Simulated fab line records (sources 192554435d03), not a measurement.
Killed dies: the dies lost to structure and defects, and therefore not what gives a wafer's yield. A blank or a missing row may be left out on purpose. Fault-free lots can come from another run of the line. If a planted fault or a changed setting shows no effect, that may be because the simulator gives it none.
Split-lot study	flow n5-finfet	21 wafers read across 7 lots, on a route 1938 steps long

## THE SPLIT
At N5_BEOL_M3_COAT_67 (time 60 s, resist thk 60 nm), the setting spin-rpm was moved away from the recipe's 1500 rpm on 9 of the 21 wafers read, by -7.1% to +9.7%. All remaining wafers had this setting at the recipe value.

## FROM THE SPLIT TO THE READING: what the file shows between them, 6 steps
- N5_BEOL_M3_EXPOSE_25: exposes mask V2, defocus 5 nm (also split here: dose-mj)
- N5_BEOL_M3_PEB_26: peb time 60 s
- N5_BEOL_M3_DEVELOP_27: develop time 30 s
- N5_BEOL_M3_CD_MEAS_28: target cd 25.7 nm, target cd y 23.3 nm
- N5_BEOL_M3_ALD_98: deposits SiO2, target thk 2.5 nm, pulse time 1 s, co reactant pulse time 1 s
- N5_BEOL_M3_ETCHBACK_99: etches SiO2 in CHF3, target depth 5 nm, time 10.4 s

## THE READING
etch.depth-nm (the simulator's own value, which no gauge read), in nm, at N5_BEOL_M3_ETCH_70 (etches SOC in N2/H2, target depth 80 nm, overetch 16 nm, time 120 s). There is no usual value for it anywhere in the file. Here, 12 wafers ran the recipe; their average is 60.10 nm with a standard deviation of 0.2 nm.

wafer	tool, chamber at the split	spin-rpm as run, rpm	against the recipe	etch.depth-nm, nm	against lot-mates on the recipe
L074.3	litho-track-05, 0	1500	recipe	60.36	-
L074.5	litho-track-05, 0	1500	recipe	60.47	-
L074.6	litho-track-05, 0	1500	recipe	60.31	-
L076.1	litho-track-05, 0	1646	+9.7%	57.36	-2.72
L076.4	litho-track-05, 0	1500	recipe	60.08	-
L076.6	litho-track-05, 0	1646	+9.7%	57.26	-2.82
L079.1	litho-track-02, 0	1500	recipe	59.83	-
L079.2	litho-track-02, 0	1500	recipe	59.85	-
L079.6	litho-track-02, 0	1500	recipe	59.9	-
L082.4	litho-track-02, 0	1393	-7.1%	62.34	+2.33
L082.5	litho-track-02, 0	1500	recipe	60.04	-
L082.6	litho-track-02, 0	1500	recipe	59.99	-
L085.4	litho-track-05, 0	1444	-3.7%	61.12	+1.20
L085.5	litho-track-05, 0	1444	-3.7%	61.11	+1.19
L085.6	litho-track-05, 0	1500	recipe	59.92	-
L087.1	litho-track-02, 0	1550	+3.3%	58.85	no lot-mate on the recipe
L087.2	litho-track-02, 0	1550	+3.3%	58.81	no lot-mate on the recipe
L087.4	litho-track-02, 0	1550	+3.3%	58.98	no lot-mate on the recipe
L090.2	litho-track-05, 0	1500	recipe	60.24	-
L090.5	litho-track-05, 0	1412	-5.9%	61.95	+1.73
L090.6	litho-track-05, 0	1500	recipe	60.21	-

THE FIT
A straight line over all 21 wafers: etch.depth-nm changes by -0.3 nm for each +1% of spin-rpm; r = -0.99; the points scatter about the line by 0.2 nm.
The same after taking each lot's own level away (the mean of its wafers on the recipe; 18 wafers): -0.296 nm for each +1%; r = -1.00; scatter 0.075 nm.
Per that fit: largest spin-rpm move, reading shift of 2.9 nm.
From 59.860 to 60.380 nm: that is the span of the lots' own levels, equal to 2.5 times the standard deviation above.
Consequently the slope shifts little with the lot-to-lot level, the two slopes agreeing.
Check: for one of the wafers moved furthest among these (+9.7%), held out of the fit, the line's prediction against its lot-mates is -2.92 nm. Against them it came out at -2.72 nm.

## THESE WAFERS: OTHER SPLITS
Note: prior to the reading, these wafers also went through further splits. Each is held against what the fit with the lots' levels taken away leaves over:
other split on the same wafers	wafers away from the commonest value	r with etch.depth-nm (lot level and that fit taken away)
N5_BEOL_M1_EXPOSE_08 dose-mj	7	+0.02
N5_BEOL_M3_EXPOSE_25 dose-mj	2	-0.19

## THE WHOLE CHAIN: every reading that the file lists as answering this split, in the file's order
step	what it does	reading	change (the file's fit)	r (the file's)
N5_BEOL_M3_COAT_67	time 60 s, resist thk 60 nm	SOC_of_BEOL_M3_COAT_67.thk-nm (the simulator's own value, which no gauge read)	-0.301 nm for each +1% of the setting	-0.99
N5_BEOL_M3_ETCH_70	etches SOC in N2/H2, target depth 80 nm, overetch 16 nm, time 120 s	etch.depth-nm (the simulator's own value, which no gauge read)	-0.3 nm for each +1% of the setting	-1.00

## FILE'S OWN FIT
etch.depth-nm changes by -0.3 nm for each +1% of spin-rpm, r = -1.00.
